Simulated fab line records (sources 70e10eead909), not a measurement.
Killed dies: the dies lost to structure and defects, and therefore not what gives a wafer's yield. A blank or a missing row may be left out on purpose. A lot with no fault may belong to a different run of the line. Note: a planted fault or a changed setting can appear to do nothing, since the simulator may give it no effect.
Chamber matching / flow nandHarc / 4 sister chambers for NHARC_A_STAIRCASE_DESCUM_443 on rieDiel-12
The step chemistry O2, time 3 s. 4 wafers are shown with their chamber, then 9 later ones without.

WAFERS, EACH WITH ITS CHAMBER
wafer=L084.2; chamber=1; showerheadPlenumPTorr (Torr)=2.06
wafer=L086.1; chamber=0; showerheadPlenumPTorr (Torr)=1.98
wafer=L090.4; chamber=3; showerheadPlenumPTorr (Torr)=1.97
wafer=L090.5; chamber=2; showerheadPlenumPTorr (Torr)=1.80

WAFERS WHOSE CHAMBER IS MISSING
wafer=L090.1; showerheadPlenumPTorr (Torr)=1.98
wafer=L090.3; showerheadPlenumPTorr (Torr)=2.06
wafer=L090.6; showerheadPlenumPTorr (Torr)=1.97
wafer=L093.1; showerheadPlenumPTorr (Torr)=2.05
wafer=L093.2; showerheadPlenumPTorr (Torr)=1.80
wafer=L093.6; showerheadPlenumPTorr (Torr)=1.98
wafer=L096.2; showerheadPlenumPTorr (Torr)=1.80
wafer=L096.4; showerheadPlenumPTorr (Torr)=1.96
wafer=L096.5; showerheadPlenumPTorr (Torr)=1.80

WHICH CHAMBER EACH WENT THROUGH
wafer=L090.1; from the rows above=0; in truth=0
wafer=L090.3; from the rows above=1; in truth=1
wafer=L090.6; from the rows above=3; in truth=3
wafer=L093.1; from the rows above=1; in truth=1
wafer=L093.2; from the rows above=2; in truth=2
wafer=L093.6; from the rows above=0; in truth=0
wafer=L096.2; from the rows above=2; in truth=2
wafer=L096.4; from the rows above=3; in truth=3
wafer=L096.5; from the rows above=2; in truth=2
Placed correctly: 9 of 9. Not placeable from these rows: 0. Number placed wrongly: 0.
How it was worked out, from the rows above alone: a wafer's distance from a chamber is the root of the sum, over the readings, of the square of ((its reading less the chamber's mean) divided by the reading's scatter). The wafer belongs to the nearest chamber; if the next one is less than 2 further off, it can't be placed. The mean given for a chamber averages the wafers shown for that chamber. The scatter: root of mean squared gap, hidden wafer to nearest shown wafer, with one shown wafer a chamber.
